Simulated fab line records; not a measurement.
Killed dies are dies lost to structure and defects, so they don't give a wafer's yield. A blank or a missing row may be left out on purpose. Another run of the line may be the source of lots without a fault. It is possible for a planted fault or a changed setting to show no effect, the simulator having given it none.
Matching of chambers | flow n5 finfet | N5_BEOL_M3_DEP_57 on pecvd-04: 3 sister chambers
The step deposits SiCN from 3MS/NH3, target thk 8 nm, time 14 s. 16 wafers are shown with their chamber, then 8 later ones without.

WAFERS PAIRED WITH THEIR CHAMBERS
wafer  | chamber | throttle valve pct (%) | rf fwd power W (W) | showerhead plenum p Torr (Torr)
L075.1 | 1       | 9.0                    | 200.1              | 3.676
L075.4 | 0       | 8.6                    | 198.2              | 3.647
L075.5 | 2       | 9.0                    | 198.3              | 3.666
L077.2 | 1       | 9.0                    | 201.8              | 3.676
L077.3 | 0       | 8.6                    | 198.7              | 3.661
L077.6 | 1       | 9.0                    | 199.8              | 3.665
L079.1 | 1       | 8.9                    | 199.5              | 3.668
L079.4 | 2       | 8.9                    | 198.5              | 3.661
L079.5 | 0       | 8.7                    | 199.0              | 3.654
L082.3 | 1       | 8.9                    | 201.4              | 3.676
L082.5 | 2       | 9.1                    | 198.5              | 3.667
L082.6 | 1       | 9.0                    | 200.6              | 3.666
L083.2 | 0       | 8.6                    | 199.0              | 3.650
L083.3 | 1       | 9.1                    | 200.5              | 3.671
L083.5 | 1       | 9.1                    | 200.8              | 3.676
L086.2 | 2       | 9.1                    | 199.1              | 3.678

SIGNATURES (means of the wafers above)
reading                  | chamber 0 | chamber 1 | chamber 2 | scatter within a chamber
throttle valve pct       | 8.625     | 9.000     | 9.025     | 0.076
rf fwd power W           | 198.725   | 200.562   | 198.600   | 0.621
showerhead plenum p Torr | 3.65300   | 3.67175   | 3.66800   | 0.00575
Rule: for a wafer and a chamber, the distance is found by dividing, reading by reading, the gap between the wafer's reading and the chamber's mean by the reading's scatter, squaring, summing and taking the root. If the next closest chamber is less than 2 further off than the closest, the wafer can't be placed; otherwise it belongs to the closest. The scatter: take each reading less its chamber's mean, square it, sum over the shown wafers, divide by the number of wafers less the number of chambers, and take the root.

WAFERS WITH NO CHAMBER GIVEN
wafer  | throttle valve pct (%) | rf fwd power W (W) | showerhead plenum p Torr (Torr)
L086.3 | 8.3                    | 199.4              | 3.642
L086.6 | 8.8                    | 199.0              | 3.674
L094.1 | 8.6                    | 199.2              | 3.659
L094.4 | 8.9                    | 199.4              | 3.669
L094.5 | 8.4                    | 198.9              | 3.643
L097.3 | 9.2                    | 199.3              | 3.669
L097.4 | 9.0                    | 199.8              | 3.672
L097.5 | 8.6                    | 198.5              | 3.653

CHAMBER TAKEN BY EACH
wafer  | from the rows above          | in truth
L086.3 | 0                            | 0
L086.6 | can't be placed: 2 or 1 or 0 | 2
L094.1 | 0                            | 0
L094.4 | can't be placed: 2 or 1      | 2
L094.5 | 0                            | 0
L097.3 | can't be placed: 2 or 1      | 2
L097.4 | can't be placed: 1 or 2      | 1
L097.5 | 0                            | 0
Correctly placed: 4 of 8. These rows do not allow placing 4 (true chamber among the candidates in 4). Placed wrongly: 0.
